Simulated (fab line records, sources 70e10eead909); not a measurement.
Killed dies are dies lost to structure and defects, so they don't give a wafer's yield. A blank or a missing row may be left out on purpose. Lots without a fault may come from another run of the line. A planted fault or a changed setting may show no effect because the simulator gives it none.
Which tool did it? | flow nand_harc | 6 lots, 17 wafers sampled, at 5 steps of a route of 1302

WHAT THE GAUGES READ, wafer by wafer
NHARC_END_SORT_01.
lot  | measured     | on        | killed_at_other
L557 | day 25 01:17 | prober-02 | 2 1 1
L561 | day 26 22:45 | prober-02 | 2 4 2
L560 | day 27 09:43 | prober-01 | 1 0 0
L570 | day 30 09:29 | prober-01 | 614 0 615
L569 | day 30 23:11 | prober-02 | 0 611
L579 | day 33 18:04 | prober-02 | 6 1 1

WHICH TOOL RAN EACH LOT (tool, then ch and the chambers of the sampled wafers, then the start)
lot  | NHARC_THIN_TSV_DEGAS_49      | NHARC_THIN_TSV_ECD_20          | NHARC_THIN_TSV_PRE_CLEAN_54  | NHARC_THIN_TSV_DESCUM_35
L557 | pvd_sputter-01, day 24 10:50 | ecd_cu-02 ch 0,1, day 24 11:17 | pvd_sputter-01, day 24 12:56 | rie_diel-02 ch 0,3, day 24 14:11
L561 | pvd_sputter-01, day 26 12:13 | ecd_cu-01 ch 0,1, day 26 12:47 | pvd_sputter-03, day 26 14:20 | rie_diel-09 ch 0,2, day 26 15:33
L560 | pvd_sputter-02, day 26 20:11 | ecd_cu-01 ch 0,1, day 26 20:48 | pvd_sputter-01, day 26 22:14 | rie_diel-09 ch 0,1,3, day 26 23:29
L570 | pvd_sputter-03, day 29 21:17 | ecd_cu-02 ch 0,1, day 29 21:50 | pvd_sputter-02, day 29 23:20 | rie_diel-10 ch 0,1,3, day 30 00:28
L569 | pvd_sputter-02, day 30 01:53 | ecd_cu-02 ch 0,1, day 30 02:41 | pvd_sputter-02, day 30 03:56 | rie_diel-09 ch 0,1, day 30 05:10
L579 | pvd_sputter-03, day 33 05:58 | ecd_cu-01 ch 0,1, day 33 06:25 | pvd_sputter-02, day 33 08:01 | rie_diel-02 ch 0,1,2, day 33 09:14
- NHARC_THIN_TSV_DEGAS_49: time 120 s.
- NHARC_THIN_TSV_ECD_20: material Cu, target thk 2000 nm.
- NHARC_THIN_TSV_PRE_CLEAN_54: time 30 s.
- NHARC_THIN_TSV_DESCUM_35: chemistry O2, time 3 s.

THE ANSWER, worked out from the rows above alone
Rule: what is usual is taken from the lots themselves. Put in order of their means at a reading, lots are off if they are a third of the lots or fewer, leave a main group of 4 or more, and stand apart from it by a gap of 3 or more times the standard deviation of the main group's means; of several such gaps the widest counts. A main group whose means are all the same, to the digits that the tables above print for the reading, isn't used. A lot without any number at a reading at which 4 lots or more have one is off too. The other lots that the step has rows for count as sound.
Off: L570, L569, at NHARC_END_SORT_01 (killed_at_other). The main group: mean 1.8, standard deviation 0.98.
A tool fits if, at a process step before that reading, it ran every lot that is off, and no sound lot after the first of them. The gauges at NHARC_END_SORT_01 are tried like those tools. One fits: ecd_cu-02 at NHARC_THIN_TSV_ECD_20. Its last sound lot is L557 (day 24 11:17), its first lot that is off L570 (day 29 21:50): a fault that began between those two fits.

WHAT THE SIMULATOR HAD PUT IN
Process parameter drift: ecd_cu-02, from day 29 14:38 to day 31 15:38, at NHARC_THIN_TSV_ECD_20. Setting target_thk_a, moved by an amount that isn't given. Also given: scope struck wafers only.
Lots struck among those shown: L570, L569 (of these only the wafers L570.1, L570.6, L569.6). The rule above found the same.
